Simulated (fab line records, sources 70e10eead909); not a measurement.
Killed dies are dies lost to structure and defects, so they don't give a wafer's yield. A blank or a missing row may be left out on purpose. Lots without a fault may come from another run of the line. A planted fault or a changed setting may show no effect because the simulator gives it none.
Chamber matching | flow nand_harc | NHARC_A_CHANNEL_FILL_D2_ALD_16 on ald_hk-01: 4 sister chambers
The step deposits SiO2, target thk 1.5 nm, pulse time 10 s, ald cycles 15. 4 wafers are shown with their chamber, then 8 later ones without.

WAFERS WITH THEIR CHAMBER
wafer  | chamber | heater_power_w (W)
L083.2 | 3       | 478
L083.5 | 2       | 424
L083.6 | 1       | 488
L089.3 | 0       | 477

WAFERS WITHOUT THEIR CHAMBER
wafer  | heater_power_w (W)
L089.4 | 477
L089.6 | 468
L088.1 | 485
L088.2 | 462
L088.4 | 468
L093.4 | 440
L093.5 | 454
L093.6 | 426

WHICH CHAMBER EACH WENT THROUGH
wafer  | from the rows above               | in truth
L089.4 | can't be placed: 0 or 3 or 1      | 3
L089.6 | can't be placed: 0 or 3 or 1      | 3
L088.1 | can't be placed: 1 or 3 or 0      | 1
L088.2 | can't be placed: 0 or 3 or 1 or 2 | 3
L088.4 | can't be placed: 0 or 3 or 1      | 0
L093.4 | can't be placed: 2 or 0 or 3      | 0
L093.5 | can't be placed: 0 or 3 or 2 or 1 | 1
L093.6 | 2                                 | 2
Placed correctly: 1 of 8. Can't be placed from these rows: 7 (the true chamber is among the candidates in 7). Placed wrongly: 0.
How it was worked out, from the rows above alone: a wafer's distance from a chamber is the root of the sum, over the readings, of the square of ((its reading less the chamber's mean) divided by the reading's scatter). The wafer belongs to the nearest chamber; if the next one is less than 2 further off, it can't be placed. A chamber's mean is the mean of its shown wafers. The scatter: with one shown wafer a chamber, the root of the mean of the squares of how far each hidden wafer lies from its nearest shown one.
